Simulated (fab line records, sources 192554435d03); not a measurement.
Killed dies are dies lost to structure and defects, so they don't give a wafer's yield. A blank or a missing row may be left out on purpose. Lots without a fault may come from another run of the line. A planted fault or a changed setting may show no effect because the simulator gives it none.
Chamber matching | flow n5_finfet | N5_BEOL_M12_ETCH_59 on rie_diel-06: 4 sister chambers
The step etches BARC in N2/H2, target depth 89 nm, overetch 26.7 nm, time 67.9 s. 4 wafers are shown with their chamber, then 7 later ones without.

WAFERS WITH THEIR CHAMBER
wafer  | chamber | throttle_valve_pct (%)
L083.6 | 1       | 18.12
L084.1 | 2       | 17.96
L084.2 | 0       | 17.82
L088.5 | 3       | 18.13

WAFERS WITHOUT THEIR CHAMBER
wafer  | throttle_valve_pct (%)
L088.6 | 17.86
L092.2 | 17.88
L092.4 | 17.96
L092.6 | 17.87
L094.1 | 17.97
L094.2 | 18.14
L094.4 | 18.16

WHICH CHAMBER EACH WENT THROUGH
wafer  | from the rows above     | in truth
L088.6 | can't be placed: 0 or 2 | 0
L092.2 | can't be placed: 0 or 2 | 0
L092.4 | 2                       | 2
L092.6 | can't be placed: 0 or 2 | 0
L094.1 | 2                       | 2
L094.2 | can't be placed: 3 or 1 | 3
L094.4 | can't be placed: 3 or 1 | 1
Placed correctly: 2 of 7. Can't be placed from these rows: 5 (the true chamber is among the candidates in 5). Placed wrongly: 0.
How it was worked out, from the rows above alone: a wafer's distance from a chamber is the root of the sum, over the readings, of the square of ((its reading less the chamber's mean) divided by the reading's scatter). The wafer belongs to the nearest chamber; if the next one is less than 2 further off, it can't be placed. A chamber's mean is the mean of its shown wafers. The scatter: with one shown wafer a chamber, the root of the mean of the squares of how far each hidden wafer lies from its nearest shown one.
